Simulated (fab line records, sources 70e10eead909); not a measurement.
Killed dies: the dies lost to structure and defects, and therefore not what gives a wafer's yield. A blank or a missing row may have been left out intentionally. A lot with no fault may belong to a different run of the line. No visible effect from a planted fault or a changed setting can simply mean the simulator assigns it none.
fab line records -- flow nandHarc -- part 2 of 2: steps 26 to 39 of 39
[record] lots = 5, wafers = 15, lastDay = 30
route steps=1302 shown A_STAIRCASE@862 A_SGD_CUT@890
lots untouched by any fault: they come from a run of this same line in which no faults occurred
startH: start of the lot's first displayed wafer, in hours after the record's first day -- waitH: time in hours since the lot's previous step -- " unchanged from the row above -- L1.1+2: a single row standing in for several wafers -- - either no value or no given start -- * or withheld: withheld -- < > ~ a bound
route shown NAME@n: NAME is a module with steps in the file, n the number in the route of the first one -- usual: average and standard deviation across the fault-free wafers -- same: alike in all rows -- chamber/n: place in a boat -- sites: readings site by site -- _std_site: their standard deviation -- _edge_site: the outer-site mean with the inner-site mean subtracted -- radiusMm: how far each site lies from the wafer's centre -- mask NAME#n: copy n -- behind: tool/chamber where the wafer was last shaped -- hold: why the lot was held/for how many hours/how that ended -- device: which transistor (n, p or np) failed to switch -- end of line: the tests these same wafers got at the end of their route -- a step without rows: its recipe alone -- killed: dies that structure and defects cost at the first sort, which is not the same as the wafer's yield -- map: dies across one wafer; x = killed, . = not, _ = none there
set.NAME: the setting the step ran with; set.NAME@STEP: the setting that earlier step ran with -- model.NAME: the simulator's own value behind a step, which no gauge read
lots seen at some steps along the route; tables by step, rows by wafer
services: when a tool's chamber went out of use (startH, in hours from the record's first day, below 0 if earlier), for how many hours, and the reason
[[steps]]
[step NHARC_A_SGD_CUT_DEHYDRATE_01]
[recipe] tempC = 150, timeS = 120
[same] timeS = 120
lot.wafer,tool,chamber,startH,waitH
L074.1+2+3,lithoTrack-06,0,444.22,0.2
L078.1+2+6,lithoTrack-06,0,473.49,0.2
L081.2+4+6,lithoTrack-06,0,508.16,0.2
L082.1+2+6,lithoTrack-06,0,508.94,0.2
L089.2+4+6,lithoTrack-04,0,591.80,0.2
[step NHARC_A_SGD_CUT_HMDS_02]
[recipe] timeS = 30
[same] timeS = 30
lot.wafer,tool,chamber,startH,waitH
L074.1+2+3,lithoTrack-06,0,-,-
L078.1+2+6,lithoTrack-06,0,-,-
L081.2+4+6,lithoTrack-06,0,-,-
L082.1+2+6,lithoTrack-06,0,-,-
L089.2+4+6,lithoTrack-04,0,-,-
[step NHARC_A_SGD_CUT_COAT_56]
[recipe] tempC = 260, timeS = 75
[same] timeS = 75
lot.wafer,tool,chamber,startH,waitH
L074.1+2+3,lithoTrack-06,0,-,-
L078.1+2+6,lithoTrack-06,0,-,-
L081.2+4+6,lithoTrack-06,0,-,-
L082.1+2+6,lithoTrack-06,0,-,-
L089.2+4+6,lithoTrack-04,0,-,-
[step NHARC_A_SGD_CUT_COAT_57]
[recipe] tempC = 225, timeS = 65
[same] timeS = 65
lot.wafer,tool,chamber,startH,waitH
L074.1+2+3,lithoTrack-06,0,-,-
L078.1+2+6,lithoTrack-06,0,-,-
L081.2+4+6,lithoTrack-06,0,-,-
L082.1+2+6,lithoTrack-06,0,-,-
L089.2+4+6,lithoTrack-04,0,-,-
[step NHARC_A_SGD_CUT_COAT_03]
[recipe] spinRpm = 1500, resistThkNm = 90
lot.wafer,tool,chamber,startH,waitH
L074.1+2+3,lithoTrack-06,0,-,-
L078.1+2+6,lithoTrack-06,0,-,-
L081.2+4+6,lithoTrack-06,0,-,-
L082.1+2+6,lithoTrack-06,0,-,-
L089.2+4+6,lithoTrack-04,0,-,-
[step NHARC_A_SGD_CUT_SOFTBAKE_04]
[recipe] tempC = 105, timeS = 55
[same] timeS = 55
lot.wafer,tool,chamber,startH,waitH
L074.1+2+3,lithoTrack-06,0,-,-
L078.1+2+6,lithoTrack-06,0,-,-
L081.2+4+6,lithoTrack-06,0,-,-
L082.1+2+6,lithoTrack-06,0,-,-
L089.2+4+6,lithoTrack-04,0,-,-
[step NHARC_A_SGD_CUT_EBR_05]
lot.wafer,tool,chamber,startH,waitH
L074.1+2+3,lithoTrack-06,0,-,-
L078.1+2+6,lithoTrack-06,0,-,-
L081.2+4+6,lithoTrack-06,0,-,-
L082.1+2+6,lithoTrack-06,0,-,-
L089.2+4+6,lithoTrack-04,0,-,-
[step NHARC_A_SGD_CUT_EXPOSE_06]
[recipe] na = 1.35, doseMj = 85.59, maskId = SGD
lot.wafer,tool,chamber,startH,waitH,mask
L074.1+2+3,arfiScanner-02,0,444.40,-,SGD#0
L078.1+2+6,arfiScanner-03,0,473.80,-,SGD#0
L081.2+4+6,arfiScanner-03,0,508.47,-,SGD#0
L082.1+2+6,arfiScanner-01,0,509.25,-,SGD#0
L089.2+4+6,arfiScanner-03,0,591.99,-,SGD#0
[step NHARC_A_SGD_CUT_PEB_07]
[recipe] pebTempC = 100, pebTimeS = 65
lot.wafer,tool,chamber,startH,waitH
L074.1+2+3,lithoTrack-01,0,444.46,0.1
L078.1+2+6,lithoTrack-01,0,473.86,0.1
L081.2+4+6,lithoTrack-04,0,508.53,0.1
L082.1+2+6,lithoTrack-04,0,509.31,0.1
L089.2+4+6,lithoTrack-06,0,592.05,0.1
[step NHARC_A_SGD_CUT_DEVELOP_08]
[recipe] developTimeS = 35, devTempC = 23
lot.wafer,tool,chamber,startH,waitH
L074.1+2+3,lithoTrack-01,0,-,-
L078.1+2+6,lithoTrack-01,0,-,-
L081.2+4+6,lithoTrack-04,0,-,-
L082.1+2+6,lithoTrack-04,0,-,-
L089.2+4+6,lithoTrack-06,0,-,-
[step NHARC_A_SGD_CUT_CD_MEAS_09]
[recipe] targetCdNm = 100, landingEnergyEv = 500
[usual] cdNm = 99.9/0.49
[same] landingEnergyEv = 500
lot.wafer,tool,chamber,startH,waitH,cdNm
L074.1,cdSem-02,0,444.54,-,100.8
L074.2,cdSem-02,0,444.54,-,99.7
L074.3,cdSem-02,0,444.54,-,99.7
L078.1,cdSem-01,0,473.93,-,100.0
L078.2,cdSem-01,0,473.93,-,100.1
L078.6,cdSem-01,0,473.93,-,100.4
L081.2,cdSem-03,0,508.61,-,99.8
L081.4,cdSem-03,0,508.61,-,99.4
L081.6,cdSem-03,0,508.61,-,99.9
L082.1,cdSem-03,0,509.39,-,99.5
L082.2,cdSem-03,0,509.39,-,100.0
L082.6,cdSem-03,0,509.39,-,100.3
L089.2,cdSem-01,0,592.13,-,100.1
L089.4,cdSem-01,0,592.13,-,99.5
L089.6,cdSem-01,0,592.13,-,99.9
[step NHARC_A_SGD_CUT_OVL_MEAS_10]
[usual] overlayXNm = 0.1/0.68, overlayYNm = -0.3/0.74
lot.wafer,tool,chamber,startH,waitH,overlayXNm,overlayYNm
L074.1,overlay-02,-,444.63,-,0.2,-0.3
L074.2,overlay-02,-,444.63,-,0.2,0.1
L074.3,overlay-02,-,444.63,-,-0.1,-0.3
L078.1,overlay-01,-,474.02,-,0.0,-1.8
L078.2,overlay-01,-,474.02,-,-0.2,-1.9
L078.6,overlay-01,-,474.02,-,0.3,-2.2
L081.2,overlay-01,-,508.70,-,-0.4,0.6
L081.4,overlay-01,-,508.70,-,-0.7,0.4
L081.6,overlay-01,-,508.70,-,-0.7,0.9
L082.1,overlay-02,-,509.48,-,-0.6,-1.2
L082.2,overlay-02,-,509.48,-,-0.6,-0.8
L082.6,overlay-02,-,509.48,-,0.1,-0.5
L089.2,overlay-01,-,592.22,-,0.3,-1.0
L089.4,overlay-01,-,592.22,-,0.2,-1.3
L089.6,overlay-01,-,592.22,-,0.2,-0.6
[step NHARC_A_SGD_CUT_INSPECT_11]
[usual] rawDefectCount = 56/31
lot.wafer,tool,chamber,startH,waitH,rawDefectCount
L074.1,defectInspect-01,-,444.67,0.0,62
L074.2,defectInspect-01,-,444.67,0.0,53
L074.3,defectInspect-01,-,444.67,0.0,67
L078.1,defectInspect-02,-,474.06,0.0,25
L078.2,defectInspect-02,-,474.06,0.0,23
L078.6,defectInspect-02,-,474.06,0.0,24
L081.2,defectInspect-01,-,508.73,0.0,107
L081.4,defectInspect-01,-,508.73,0.0,103
L081.6,defectInspect-01,-,508.73,0.0,104
L082.1,defectInspect-01,-,509.51,0.0,36
L082.2,defectInspect-01,-,509.51,0.0,19
L082.6,defectInspect-01,-,509.51,0.0,36
L089.2,defectInspect-02,-,592.25,0.0,56
L089.4,defectInspect-02,-,592.25,0.0,38
L089.6,defectInspect-02,-,592.25,0.0,41
[step NHARC_A_SGD_CUT_DESCUM_14]
[recipe] timeS = 3, o2FlowSccm = 200, arFlowSccm = 0, biasPowerW = 0, chemistry = O2
[usual] drypumpMotorCurrentA = 5.4/0.5, oesProductAu = 0.996/0.0092, rfVppV = 57.7/1, showerheadPlenumPTorr = 1.87/0.08, throttleValvePct = 11.311/0.0084
[same] timeS = 3
lot.wafer,tool,chamber,startH,waitH,drypumpMotorCurrentA,oesProductAu,rfHoursCounterH,rfVppV,showerheadPlenumPTorr,throttleValvePct
L074.2,rieDiel-13,2,444.74,0.1,6.2,0.999,3,57.4,1.81,11.322
L074.1,rieDiel-13,3,444.74,0.1,5.1,0.996,5,56.7,1.89,11.311
L074.3,rieDiel-13,0,444.74,0.1,5.7,0.988,5,56.6,1.83,11.311
L078.1,rieDiel-13,0,474.13,0.1,5.7,0.991,7,58.1,1.83,11.301
L078.2,rieDiel-13,2,474.13,0.1,6.2,0.988,5,57.0,1.81,11.326
L078.6,rieDiel-13,3,474.13,0.1,5.1,0.996,-,57.8,1.89,11.329
L081.2,rieDiel-06,0,508.79,0.1,6.3,1.000,1,57.4,1.84,11.309
L081.4,rieDiel-06,3,508.79,0.1,5.3,1.003,0,58.0,1.92,11.321
L081.6,rieDiel-06,1,508.79,0.1,5.9,1.024,-,56.5,1.77,11.320
L082.1,rieDiel-08,1,509.58,0.1,5.1,0.985,6,57.7,2.06,11.297
L082.2,rieDiel-08,3,509.58,0.1,5.2,0.989,7,57.3,1.79,11.303
L082.6,rieDiel-08,1,509.58,0.1,5.0,0.989,-,57.9,2.06,11.303
L089.2,rieDiel-08,3,592.31,0.1,5.2,0.983,2,57.4,1.79,11.317
L089.4,rieDiel-08,1,592.31,0.1,5.0,0.990,3,57.5,2.06,11.305
L089.6,rieDiel-08,0,592.31,0.1,5.0,0.980,-,58.9,1.82,11.311
[[services]]
tool,chamber,startH,hours,kind
cmp-02,-,417.21,2.9,repair
lithoTrack-07,-,426.00,7.0,pm
cmp-02,-,428.63,4.0,pm
pecvd-01,2,430.40,5.9,repair
wetBench-05,-,436.80,8.0,pm
cmp-03,-,442.18,0.3,repair
cmp-03,-,456.10,4.0,pm
rieDiel-03,-,458.41,9.0,pm
rieDiel-07,1,464.75,7.1,repair
rieDiel-07,-,472.80,9.0,pm
lithoTrack-05,-,474.00,7.0,pm
pecvd-01,-,492.06,13.0,pm
rieDiel-03,3,497.25,12.1,repair
cmp-04,-,503.87,0.8,repair
cmp-04,-,504.85,4.0,pm
lithoTrack-01,-,505.00,7.0,pm
cmp-02,-,518.80,2.3,repair
wetBench-09,-,528.80,8.0,pm
lithoTrack-06,-,529.00,7.0,pm
lithoTrack-04,-,553.00,7.0,pm
cmp-03,-,554.10,4.0,pm
rieDiel-01,-,562.26,9.0,pm
lithoTrack-02,-,577.00,7.0,pm
wetBench-04,-,579.20,8.0,pm
